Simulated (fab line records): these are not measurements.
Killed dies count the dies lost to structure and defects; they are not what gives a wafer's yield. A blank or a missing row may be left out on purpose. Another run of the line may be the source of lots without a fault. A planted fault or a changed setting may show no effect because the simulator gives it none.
Matching of chambers | flow nandHarc | 4 sister chambers for NHARC_A_CONTACT_ETCH_102 on rieDiel-06
The step etches the open film in CF4/O2, target depth 100 nm, overetch 10 nm, time 55 s. 14 wafers are shown with their chamber, then 7 later ones without.

EACH WAFER AND ITS CHAMBER
wafer  | chamber | drypumpMotorCurrentA (A) | showerheadPlenumPTorr (Torr) | rfVppV (V)
L540.2 | 2       | 6.2                      | 1.28                         | 196.7
L540.3 | 3       | 5.7                      | 1.43                         | 198.5
L540.4 | 1       | 6.0                      | 1.37                         | 199.4
L542.1 | 2       | 6.2                      | 1.28                         | 195.8
L542.5 | 0       | 5.2                      | 1.33                         | 197.1
L542.6 | 1       | 6.0                      | 1.37                         | 198.6
L543.1 | 3       | 5.8                      | 1.43                         | 200.8
L543.4 | 1       | 6.0                      | 1.37                         | 199.7
L543.6 | 3       | 5.8                      | 1.43                         | 200.3
L545.4 | 1       | 6.0                      | 1.37                         | 198.7
L545.5 | 2       | 6.2                      | 1.28                         | 195.4
L545.6 | 3       | 5.8                      | 1.43                         | 199.8
L559.3 | 0       | 5.2                      | 1.32                         | 197.2
L559.4 | 2       | 6.2                      | 1.27                         | 196.0

SIGNATURES (means of the wafers above)
reading               | chamber 0 | chamber 1 | chamber 2 | chamber 3 | scatter within a chamber
drypumpMotorCurrentA  | 5.200     | 6.000     | 6.200     | 5.775     | 0.0274
showerheadPlenumPTorr | 1.3250    | 1.3700    | 1.2775    | 1.4300    | 0.00354
rfVppV                | 197.150   | 199.100   | 195.975   | 199.850   | 0.684
Rule: for each reading, subtract the chamber's mean from the wafer's reading, divide by that reading's scatter and square the result; add these up over the readings and take the root, which gives the wafer's distance from the chamber. The wafer belongs to the nearest chamber; if the next one is less than 2 further off, it can't be placed. The scatter: take each reading less its chamber's mean, square it, sum over the shown wafers, divide by the number of wafers less the number of chambers, and take the root.

WAFERS MISSING THEIR CHAMBER
wafer  | drypumpMotorCurrentA (A) | showerheadPlenumPTorr (Torr) | rfVppV (V)
L559.6 | 5.8                      | 1.42                         | 199.5
L557.2 | 5.2                      | 1.32                         | 197.1
L557.3 | 6.0                      | 1.36                         | 199.1
L557.5 | 5.2                      | 1.32                         | 199.2
L556.3 | 5.1                      | 1.32                         | 198.4
L556.4 | 5.8                      | 1.42                         | 199.7
L556.5 | 5.8                      | 1.42                         | 199.2

THE CHAMBER EACH PASSED THROUGH
wafer  | from the rows above | in truth
L559.6 | 3                   | 3
L557.2 | 0                   | 0
L557.3 | 1                   | 1
L557.5 | 0                   | 0
L556.3 | 0                   | 0
L556.4 | 3                   | 3
L556.5 | 3                   | 3
7 of 7 placed correctly. Not placeable from these rows: 0. 0 placed wrongly.
